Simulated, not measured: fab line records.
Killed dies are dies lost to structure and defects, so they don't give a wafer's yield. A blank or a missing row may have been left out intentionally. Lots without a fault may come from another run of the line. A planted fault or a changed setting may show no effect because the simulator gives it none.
2 desks looking at one fault | flow n5-finfet | every desk sees just its own numbers, and what lay behind them comes last

AT THE TOOL OWNER'S DESK: rie-diel-01
The tool's own readings at N5_BEOL_M7_ETCH_61 (etches SiARC in CF4, target depth 45.5 nm, time 75.8 s): means of the sampled wafers that have a number, for each lot that ran on this tool. Any lot whose mean is over 4 standard deviations away from the usual mean is out of limits and marked OUT; that distance is given in the brackets. It has 8 readings, of which 7 appear: the earliest out of limits, and the ones furthest out on some lot.
Columns: A = drypump-motor-current-A at N5_BEOL_M7_ETCH_61, usual 5.7 A; B = etch-rf-on-time-s at N5_BEOL_M7_ETCH_61, usual 74.8 s; C = oes-product-au at N5_BEOL_M7_ETCH_61, usual 0.70 a.u.; D = rf-fwd-power-W at N5_BEOL_M7_ETCH_61, usual 539.1 W; E = rf-vpp-V at N5_BEOL_M7_ETCH_61, usual 184.0 V; F = showerhead-plenum-p-Torr at N5_BEOL_M7_ETCH_61, usual 2.14 Torr; G = throttle-valve-pct at N5_BEOL_M7_ETCH_61, usual 15.54 %
lot  | first seen here | A   | B               | C    | D               | E                | F    | G
L679 | day 9 04:18     | 6.0 | 74.3            | 0.67 | 541.0           | 185.6            | 2.22 | 15.72
L680 | day 10 10:08    | 5.5 | 73.0            | 0.82 | 540.5           | 185.3            | 2.22 | 15.32
L688 | day 11 20:01    | 5.2 | 72.9            | 0.80 | 539.4           | 184.5            | 2.19 | 15.29
L692 | day 12 14:36    | 5.6 | 69.3 (-4.2) OUT | 0.81 | 583.6 (+15) OUT | 181.0            | 2.21 | 15.35
L694 | day 13 09:13    | 5.6 | 65.2 (-7.4) OUT | 0.85 | 628.8 (+30) OUT | 175.2 (-6.7) OUT | 2.18 | 15.37
This desk finds L692, L694 out of limits, L692 being first, at day 12 14:36 (etch-rf-on-time-s at N5_BEOL_M7_ETCH_61). L679, L680, L688 stayed within limits.

FROM THE METROLOGY DESK
Means of the sampled wafers that have a number, per lot and without regard to the tool the lot ran on: this is what the gauges read. Any lot whose mean is over 4 standard deviations away from the usual mean is out of limits and marked OUT; that distance is given in the brackets.
Columns: A = cd-nm at N5_BEOL_M6_CD_MEAS_35, usual 39.9 nm
lot  | first seen here | A
L676 | day 8 19:37     | 40.7
L677 | day 8 22:46     | 39.7
L679 | day 8 23:10     | 40.2
L680 | day 10 04:49    | 39.6
L683 | day 10 08:47    | 39.8
L686 | day 10 20:31    | 39.3
L687 | day 11 11:14    | 40.1
L688 | day 11 14:29    | 39.6
L692 | day 12 10:25    | 39.8
L691 | day 12 17:23    | 40.5
L694 | day 13 02:14    | 39.6
This desk's verdict: no lot among the 11 shows anything out of limits.

BROUGHT TOGETHER
The tool owner's desk could have raised an alarm at day 12 14:36, on L692, L694.
Metrology desk: nothing out of limits seen.
The metrology desk holds a record of L692, L694, inside its limits.
Of the lots named, all ran N5_BEOL_M7_ETCH_61 on rie-diel-01.

WHAT THE SIMULATOR HAD PUT IN
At N5_BEOL_M7_ETCH_61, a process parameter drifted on rie-diel-01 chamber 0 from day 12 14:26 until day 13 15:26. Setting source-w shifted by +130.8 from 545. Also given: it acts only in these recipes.
Lots struck among those shown: L692, L694.
Hours from the fault's start to each desk's first reading out of limits: the tool owner's desk, 0.
